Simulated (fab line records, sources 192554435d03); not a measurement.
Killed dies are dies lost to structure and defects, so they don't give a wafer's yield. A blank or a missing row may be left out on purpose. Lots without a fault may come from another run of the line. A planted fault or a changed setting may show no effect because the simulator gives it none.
fab line records | flow n5_finfet
record lots=5 wafers=15 last_day=12
route steps=1938 shown BEOL_M6@1230
lots that met no fault: from a run of the same line without faults
start_h: hours from the record's first day to the start of the lot's first wafer shown | wait_h: hours since the lot's step before | " the same as in the row above | L1.1+2: a row that stands for several wafers | - no value, or no start given | * or withheld: withheld | < > ~ a bound
route shown NAME@n: a module of which the file shows steps, and the number in the route of the first | usual: mean/standard deviation of fault-free wafers | same: alike in all rows | chamber/n: place in a boat | sites: the reading at each site | _std_site: their standard deviation | _edge_site: outer sites' mean less inner sites' | radius_mm: how far each site lies from the wafer's centre | mask NAME#n: copy n | behind: the tool/chamber that last shaped the wafer | hold: why the lot was held/for how many hours/how that ended | device: the transistor (n, p or np) that didn't switch | end of line: the same wafers' tests at the end of the route | a step without rows: its recipe alone | killed: dies lost to structure and defects at the first sort, not the wafer's yield | map: a wafer's dies, x killed, . not, _ none there
set.NAME: the setting as run; set.NAME@STEP: as run at that earlier step | model.NAME: the simulator's own value behind a step, which no gauge read
lots at some steps of the route; a table a step, a row a wafer
services: from which hour (start_h, from the record's first day; less than 0 if before it) a tool's chamber was out of use, for how many hours, and why
## steps
# step N5_BEOL_M6_DESCUM_33
# recipe chemistry=O2 time_s=7 source_power_w=50 bias_power_w=20 pressure_mtorr=20 rf_frequency_hz=2.712e+07 temp_c=40 resist=CAR-EUV o2_flow_sccm=225
# step N5_BEOL_M6_ETCH_72
# recipe chemistry=N2/H2 target=underlayer target_depth_a=65 mask_material=CAR-EUV time_s=5.2 ion_energy_ev=200 pressure_mtorr=30 source_w=840 bias_w=150 n2_flow_sccm=200 h2_flow_sccm=200 ends=cleared
# step N5_BEOL_M6_ETCH_65
# recipe chemistry=CF4 target=SiARC target_depth_a=156 mask_material=CAR-EUV time_s=26 ion_energy_ev=80 pressure_mtorr=40 source_w=545 bias_w=36 Ar_flow_sccm=100 cf4_flow_sccm=100 ends=cleared
# step N5_BEOL_M6_ETCH_66
# recipe chemistry=N2/H2 target=SOC target_depth_a=800 overetch_a=160 mask_material=SiARC temp_c=40 time_s=120 ion_energy_ev=200 pressure_mtorr=30 source_w=840 bias_w=150 n2_flow_sccm=200 h2_flow_sccm=200
# step N5_BEOL_M6_STRIP_69
# recipe chemistry=N2/H2 temp_c=40 n2_flow_sccm=200 h2_flow_sccm=200 rf_frequency_hz=6e+07
# step N5_BEOL_M6_STRIP_73
# recipe chemistry=N2/H2 temp_c=40 n2_flow_sccm=200 h2_flow_sccm=200 rf_frequency_hz=6e+07
# step N5_BEOL_M6_VIA_ETCH_34
# recipe chemistry=C4F6/O2 target=SiCOH_lowk target_depth_a=1263 mask_material=SOC taper_deg=4 time_s=50.9 ion_energy_ev=250 pressure_mtorr=30 source_w=345 bias_w=185 Ar_flow_sccm=300 C4F6_flow_sccm=10 O2_flow_sccm=10
# step N5_BEOL_M6_STRIP_76
# recipe chemistry=C4F6/O2 resist=SiARC rf_frequency_hz=6e+07
# step N5_BEOL_M6_STRIP_36
# recipe chemistry=N2/H2 power_w=450 temp_c=40 pressure_mtorr=20 rf_frequency_hz=6e+07 overash_fraction=0.3 bias_power_w=7 h2_frac=0.5 n2_flow_sccm=200 h2_flow_sccm=200
# step N5_BEOL_M6_TRENCH_ETCH_37
# recipe chemistry=C4F6/O2 target_depth_a=944.35 target=SiCOH_lowk time_s=31.5 ion_energy_ev=250 pressure_mtorr=30 source_w=345 bias_w=185 Ar_flow_sccm=300 C4F6_flow_sccm=10 O2_flow_sccm=10
# usual drypump_motor_current_A=5.8/0.44 oes_product_au=0.79/0.078 rf_vpp_V=664/4.6 run_length_s=55.0/0.39 showerhead_plenum_p_Torr=2.88/0.1 throttle_valve_pct=20.91/0.23 time_s=31.5/0
# columns lot.wafer tool chamber start_h wait_h drypump_motor_current_A oes_product_au rf_hours_counter_h rf_vpp_V run_length_s showerhead_plenum_p_Torr throttle_valve_pct time_s model.etch.depth_nm model.BEOL_M6.feature_depth_nm model.TiN_of_BEOL_M6_HM_DEP_02.thk_nm
L833.1 rie_diel-02 1 205.71 - 6.5 0.70 231 659 54.7 2.91 20.96 31.5 94.74 94.8 16.8
L833.3 " 3 " " 5.8 0.74 145 669 55.3 2.75 20.80 31.5 94.08 94 16.8
L833.6 " 1 " " 6.5 0.70 - 658 54.6 2.91 20.95 31.5 94.52 94.6 16.8
L834.1 rie_diel-06 3 211.44 - 6.4 0.75 143 663 55.5 2.85 21.21 31.5 93.47 93.4 17.2
L834.2 " 1 " " 5.0 0.88 26 657 54.5 2.79 20.77 31.5 93.1 93 17.2
L834.4 " 0 " " 5.7 0.89 32 666 54.9 2.78 20.70 31.5 95.2 95.2 17.2
L835.2 rie_diel-06 2 213.25 - 5.4 0.73 186 662 48.5 2.94 21.29 22.05 66.3 66.4 18.2
L835.3 " 1 " " 5.0 0.89 27 657 47.9 2.79 20.76 22.05 65.54 65.6 18.2
L835.6 " 3 " " 6.4 0.75 - 664 48.6 2.85 21.19 22.05 66 66 18.2
L836.2 rie_diel-02 1 225.83 - 6.5 0.70 238 658 48.1 2.91 20.97 22.05 66.71 66.8 17.6
L836.4 " 0 " " 5.5 0.94 14 666 48.4 3.03 20.58 22.05 67.7 67.6 17.8
L836.6 " 2 " " 6.1 0.76 - 666 48.8 2.98 20.83 22.05 66.75 66.8 17.8
L837.1 rie_diel-01 2 228.81 - 5.1 0.68 248 656 48.6 2.92 21.31 22.05 64.5 64.4 18
L837.3 " 1 " " 5.6 0.82 73 672 49.7 2.99 20.73 22.05 65.86 65.8 18.4
L837.4 " 0 " " 5.6 0.71 199 657 48.8 2.73 21.22 22.05 64.71 64.8 18.2
# step N5_BEOL_M6_ETCH_41
# recipe chemistry=CH3F/O2 target=SiCN target_depth_a=297 taper_deg=2 time_s=52 ion_energy_ev=120 mask_material=TiN pressure_mtorr=30 source_w=395 bias_w=75 Ar_flow_sccm=150 CH3F_flow_sccm=30 O2_flow_sccm=20
# step N5_BEOL_M6_STRIP_80
# recipe chemistry=N2/H2 time_s=10 power_w=450 temp_c=40 pressure_mtorr=20 rf_frequency_hz=6e+07 bias_power_w=7 n2_flow_sccm=200 h2_flow_sccm=200
# step N5_BEOL_M6_OCD_MEAS_38
# usual trench_depth_nm=94.7/1.2
# columns lot.wafer tool chamber start_h wait_h trench_depth_nm
L833.1 ocd-02 - 205.86 - 94.3
L833.3 " - " " 94.1
L833.6 " - " " 94.5
L834.1 ocd-01 - 211.59 - 93.7
L834.2 " - " " 93.1
L834.4 " - " " 95.6
L835.2 ocd-01 - 213.41 - 66.4
L835.3 " - " " 65.7
L835.6 " - " " 66.0
L836.2 ocd-02 - 225.98 - 66.6
L836.4 " - " " 67.9
L836.6 " - " " 66.6
L837.1 ocd-02 - 228.96 - 64.3
L837.3 " - " " 66.2
L837.4 " - " " 65.0
# step N5_BEOL_M6_HM_STRIP_39
# recipe chemistry=peroxide_tin_strip material=TiN target_depth_a=250 temp_c=50 time_s=158
# step N5_BEOL_M6_SRD_40
# recipe time_s=30 temp_c=23 rinse_liquid=diw dry=ipa_marangoni
# step N5_BEOL_M6_PRECLEAN_42
# recipe chemistry=residue_remover time_s=60 temp_c=40
# step N5_BEOL_M6_SRD_43
# recipe time_s=30 temp_c=23 rinse_liquid=diw dry=ipa_marangoni
# step N5_BEOL_M6_CURE_75
# recipe temp_c=370 time_s=120 ambient=DMADMS/He material=SiCOH_lowk
# step N5_BEOL_M6_DEGAS_44
# recipe ambient=vacuum temp_c=250 time_s=60
# step N5_BEOL_M6_PRE_CLEAN_45
# recipe gas=H2/He time_s=30 temp_c=250
# step N5_BEOL_M6_ALD_77
# recipe material=TaN target_thk_a=20 temp_c=275 ald_precursor_family=PDMAT ald_co_reactant=NH3 pressure_torr=3 carrier_flow_sccm=1500 pulse_time_s=2 purge_time_s=3 co_reactant_purge_time_s=2 co_reactant_pulse_time_s=3 ald_cycles=40 precursor_vessel_temp_c=75 precursor_vessel_pressure_torr=26.25 precursor_vessel_carrier_sccm=1000
# step N5_BEOL_M6_SURFACE_TREAT_79
# recipe gas=Ar time_s=* ion_energy_ev=* ion_current_ma_cm2=0.5 pressure_mtorr=* ar_flow_sccm=30
# step N5_BEOL_M6_CVD_78
# recipe material=Co target_thk_a=20 temp_c=withheld precursor=CCTBA/H2 pressure_torr=30 time_s=142.3
# step N5_BEOL_M6_SPUTTER_48
# recipe material=Cu target_thk_a=100 temp_c=-20 bias_v=60 power_w=26000 chamber_pressure_pa=0.13 time_s=1.667
# step N5_BEOL_M6_ECD_50
# recipe material=Cu target_thk_a=3000
# step N5_BEOL_M6_ANNEAL_51
# recipe temp_c=225 time_s=90 ambient=N2
# step N5_BEOL_M6_CMP_52
# recipe stop_on=SiCOH_lowk t_overpolish_s=6.9 down_force_psi=1 platen_rpm=50 clearing_platen_down_force_psi=1.5 clearing_platen_rpm=50 post_cmp_clean=cu_alkaline target_thk_nm=80 clearing_platen_pad_velocity_m_s=0.99484 pad_velocity_m_s=0.99484
# usual barrier_field_endpoint_s=29.0/0.85 motor_current_A=6.4/0.55 overpolish_run_s=6.901/0.01 time_to_endpoint_s=63/3.5
# columns lot.wafer tool chamber start_h wait_h barrier_field_endpoint_s motor_current_A overpolish_run_s time_to_endpoint_s model.Cu_of_BEOL_M6_ECD_50.thk_nm
L833.1 cmp-04 1 208.14 0.3 28.1 6.2 6.901 58 80.6
L833.3 " 3 " " 29.2 5.8 6.923 60 80.2
L833.6 " 1 " " 29.1 6.2 6.885 62 79.4
L834.4 cmp-01 0 214.04 0.2 29.6 7.2 6.904 62 81.8
L834.2 " 1 " " 28.6 6.5 6.894 63 78.4
L834.1 " 2 " " 29.4 4.6 6.909 65 80.2
L835.2 cmp-03 2 216.22 0.2 29.1 7.3 6.893 67 53.2
L835.3 " 3 " " 29.5 6.5 6.917 64 52.2
L835.6 " 3 " " 30.8 6.5 6.891 68 53.2
L836.4 cmp-03 2 227.79 0.2 29.2 7.2 6.914 64 53.4
L836.2 " 3 " " 29.1 6.4 6.909 65 52.8
L836.6 " 1 " " 29.1 6.1 6.901 66 52
L837.1 cmp-04 2 231.86 0.3 28.7 6.8 6.916 63 48.8
L837.3 " 3 " " 29.0 5.7 6.895 66 52.6
L837.4 " 1 " " 28.3 6.6 6.894 61 49.4
# step N5_BEOL_M6_THK_MEAS_53
# recipe thk_meas_gauge=xrf reads=Cu_of_BEOL_M6_ECD_50
# usual M6_THK=80.2/1.7
# columns lot.wafer tool chamber start_h wait_h M6_THK[nm]
L833.1 film_metro-01 - 208.44 - 79.4
L833.3 " - " " 79.4
L833.6 " - " " 78.9
L834.1 film_metro-01 - 214.30 - 80.2
L834.2 " - " " 78.1
L834.4 " - " " 82.0
L835.2 film_metro-02 - 216.52 - 53.6
L835.3 " - " " 52.2
L835.6 " - " " 53.5
L836.2 film_metro-02 - 228.01 - 52.9
L836.4 " - " " 53.3
L836.6 " - " " 52.0
L837.1 film_metro-02 - 232.15 - 48.7
L837.3 " - " " 52.7
L837.4 " - " " 49.3
# step N5_BEOL_M6_PRE_CLEAN_55
# recipe gas=NH3 time_s=15 temp_c=withheld rf_power_w=300
# step N5_BEOL_M6_DEP_56
# recipe material=SiCN target_thk_a=100 temp_c=withheld precursor=3MS/NH3 pressure_torr=3 rf_w=202 time_s=17.5
# step N5_BEOL_M6_RS_MEAS_57
# recipe thk_meas_gauge=four-point-probe reads=Cu_of_BEOL_M6_ECD_50+Co_of_BEOL_M6_CVD_78+TaN_of_BEOL_M6_ALD_77
# usual M6_RS=0.285/0.0065
# columns lot.wafer tool chamber start_h wait_h M6_RS[ohm/sq]
L833.1 film_metro-02 - 208.57 0.1 0.285
L833.3 " - " " 0.286
L833.6 " - " " 0.289
L834.1 film_metro-01 - 214.46 0.1 0.286
L834.2 " - " " 0.293
L834.4 " - " " 0.279
L835.2 film_metro-02 - 216.65 0.1 0.470
L835.3 " - " " 0.479
L835.6 " - " " 0.469
L836.2 film_metro-02 - 228.14 0.1 0.474
L836.4 " - " " 0.467
L836.6 " - " " 0.481
L837.1 film_metro-02 - 232.28 0.1 0.521
L837.3 " - " " 0.476
L837.4 " - " " 0.514
## services
# columns tool chamber start_h hours kind
rie_diel-01 2 185.30 17.7 repair
cmp-04 - 194.47 1.4 repair
rie_diel-02 1 195.81 5.5 repair
rie_diel-02 3 198.03 6.0 repair
cmp-03 - 198.27 1.0 repair
cmp-04 - 220.43 0.9 repair
cmp-04 - 223.47 4.0 pm
cmp-04 - 227.47 - consumable_replace:conditioner
cmp-04 - 227.47 - consumable_replace:pad
rie_diel-01 2 231.57 - clean
rie_diel-01 2 231.57 - consumable_replace:focus_ring
rie_diel-01 2 231.57 32.8 scheduled_down
rie_diel-01 2 231.57 32.8 vent_cycle
## key
first_sign step=N5_BEOL_M6_TRENCH_ETCH_37 reading=time_s direction=down sigmas=99+ usual=* struck=*
effect step=N5_BEOL_M6_TRENCH_ETCH_37 reading=run_length_s direction=down sigmas=16 usual=* struck=*
effect step=N5_BEOL_M6_OCD_MEAS_38 reading=trench_depth_nm direction=down sigmas=23 usual=94.7 struck=66.1
effect step=N5_BEOL_M6_THK_MEAS_53 reading=M6_THK direction=down sigmas=17 usual=80.2 struck=52.0
effect step=N5_BEOL_M6_RS_MEAS_57 reading=M6_RS direction=up sigmas=31 usual=0.285 struck=0.483
model_effect step=N5_BEOL_M6_TRENCH_ETCH_37 value=etch.depth_nm without=94.3 struck=66.01
model_effect step=N5_BEOL_M6_CMP_52 value=Cu_of_BEOL_M6_ECD_50.thk_nm without=80.29 struck=51.96
met_at N5_BEOL_M6_TRENCH_ETCH_37
struck_wafers L835.2,L835.3,L835.6,L836.2,L836.4,L836.6,L837.1,L837.3,L837.4
rows_end L835.2,L835.3,L835.6,L836.2,L836.4,L836.6,L837.1,L837.3,L837.4
onset_between 211.44 213.25
fault kind=recipe_version_skew tool=rie_diel-01,rie_diel-02,rie_diel-06 chamber=- onset_h=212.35 steps=N5_BEOL_M6_TRENCH_ETCH_37 wrong_recipe.time_s=*
# rows_end: these wafers met a further fault down the route, and their rows from its step on are left out
